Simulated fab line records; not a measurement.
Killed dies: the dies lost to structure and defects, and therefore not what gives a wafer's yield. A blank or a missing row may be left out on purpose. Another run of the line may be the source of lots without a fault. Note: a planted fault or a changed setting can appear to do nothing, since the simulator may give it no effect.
One fault through the eyes of 2 desks | flow nand-harc | each desk has only its own numbers; what lay behind them comes last

== FOR THE TOOL OWNER'S DESK: arfi-scanner-03 ==
The tool's own readings at NHARC_A_M1_EXPOSE_06 (exposes mask A M1, target cd 120 nm): means of the sampled wafers that have a number, for each lot that ran on this tool. Any lot whose mean is over 4 standard deviations away from the usual mean is out of limits and marked OUT; that distance is given in the brackets.
Columns: A = exposure-dose-mJ-cm2 at NHARC_A_M1_EXPOSE_06, usual 75.09
lot  | first seen here | A
L862 | day 25 09:02    | 74.98
L867 | day 27 02:06    | 75.05
L875 | day 31 04:40    | 93.95 (+99 or more) OUT
L877 | day 31 14:42    | 90.22 (+99 or more) OUT
L876 | day 31 19:13    | 87.11 (+99 or more) OUT
Finding of this desk: L875, L876, L877 out of limits; the first was L875 at day 31 04:40, on exposure-dose-mJ-cm2 at NHARC_A_M1_EXPOSE_06. L862, L867 stayed within limits.

== AT THE METROLOGY DESK ==
What the gauges read for every lot (on any tool): the sampled wafers with a number, averaged. Any lot whose mean is over 4 standard deviations away from the usual mean is out of limits and marked OUT; that distance is given in the brackets.
Columns: A = cd-nm at NHARC_A_M1_CD_MEAS_09, usual 120.2 nm
lot  | first seen here | A
L858 | day 23 18:44    | 119.9
L859 | day 25 06:08    | 120.0
L862 | day 25 09:11    | 119.9
L861 | day 25 15:22    | 120.4
L864 | day 26 10:38    | 120.1
L867 | day 27 02:14    | 120.5
L866 | day 27 08:50    | 119.9
L868 | day 27 21:44    | 120.1
L875 | day 31 04:49    | 133.1 (+27) OUT
L877 | day 31 14:50    | 131.4 (+24) OUT
L876 | day 31 19:22    | 129.6 (+20) OUT
L878 | day 31 22:19    | 120.4
Finding of this desk: L875, L876, L877 out of limits; the first was L875 at day 31 04:49, on cd-nm at NHARC_A_M1_CD_MEAS_09. L858, L859, L862, L861, L864, L867, L866, L868, L878 stayed within limits.

== ALL TOGETHER ==
An alarm could have come from the tool owner's desk at day 31 04:40, on L875, L876, L877.
Metrology desk: alarm possible at day 31 04:49 on L875, L876, L877.
All the named lots went through NHARC_A_M1_EXPOSE_06 on arfi-scanner-03.

== WHAT THE SIMULATOR PUT IN ==
Process parameter drift: arfi-scanner-03, from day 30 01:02 on, at NHARC_A_M1_EXPOSE_06. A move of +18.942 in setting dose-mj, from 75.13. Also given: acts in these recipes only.
Struck lots among those shown: L875, L876, L877.
Delay (hours) between the fault's onset and each desk's first out-of-limits reading: 28 at the tool owner's desk, 28 at the metrology desk.
